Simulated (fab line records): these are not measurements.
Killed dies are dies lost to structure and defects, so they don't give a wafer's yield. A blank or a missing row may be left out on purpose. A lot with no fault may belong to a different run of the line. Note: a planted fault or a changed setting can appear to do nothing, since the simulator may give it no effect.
Matching of chambers ; flow n5-finfet ; N5_DUMMY_GATE_STRIP_40 on rie-diel-06 has 4 sister chambers
The step strips in CF4. 18 wafers are shown with their chamber, then 9 later ones without.

== WAFERS WITH THEIR CHAMBER ==
wafer;chamber;showerhead-plenum-p-Torr (Torr);oes-product-au (a.u.);throttle-valve-pct (%)
L076.1;3;1.83;0.87;13.62
L076.4;1;1.84;0.69;13.76
L076.6;2;1.74;0.80;13.54
L080.1;1;1.84;0.70;13.76
L080.2;3;1.83;0.86;13.65
L080.5;3;1.83;0.87;13.64
L083.1;2;1.73;0.79;13.57
L083.5;3;1.83;0.85;13.64
L083.6;2;1.73;0.78;13.57
L088.3;1;1.84;0.68;13.79
L088.5;1;1.84;0.69;13.78
L088.6;2;1.73;0.78;13.61
L089.2;2;1.73;0.78;13.61
L089.4;3;1.82;0.85;13.67
L089.5;1;1.84;0.69;13.80
L091.1;2;1.73;0.77;13.62
L091.3;1;1.84;0.69;13.80
L091.4;0;1.85;0.70;13.94

SIGNATURES (means of the wafers above)
reading;chamber 0;chamber 1;chamber 2;chamber 3;scatter within a chamber
showerhead-plenum-p-Torr;1.8500;1.8400;1.7317;1.8280;0.00342
oes-product-au;0.7000;0.6900;0.7833;0.8600;0.009
throttle-valve-pct;13.9400;13.7817;13.5867;13.6440;0.0238
Rule: for each reading, subtract the chamber's mean from the wafer's reading, divide by that reading's scatter and square the result; add these up over the readings and take the root, which gives the wafer's distance from the chamber. The wafer belongs to the nearest chamber; if the next one is less than 2 further off, it can't be placed. The scatter: the root of (the sum of the squares of (reading less its chamber's mean) over the shown wafers, divided by (wafers less chambers)).

== WAFERS WITHOUT THEIR CHAMBER ==
wafer;showerhead-plenum-p-Torr (Torr);oes-product-au (a.u.);throttle-valve-pct (%)
L092.2;1.85;0.70;13.95
L092.3;1.73;0.78;13.61
L092.4;1.84;0.68;13.81
L093.3;1.84;0.68;13.82
L093.5;1.84;0.68;13.80
L093.6;1.73;0.76;13.62
L095.1;1.73;0.77;13.62
L095.4;1.83;0.68;13.83
L095.6;1.82;0.83;13.70

== WHICH CHAMBER EACH ONE RAN IN ==
wafer;from the rows above;in truth
L092.2;0;0
L092.3;2;2
L092.4;1;1
L093.3;1;1
L093.5;1;1
L093.6;2;2
L095.1;2;2
L095.4;1;1
L095.6;3;3
9 of 9 placed correctly. Number that these rows cannot place: 0. Number placed wrongly: 0.
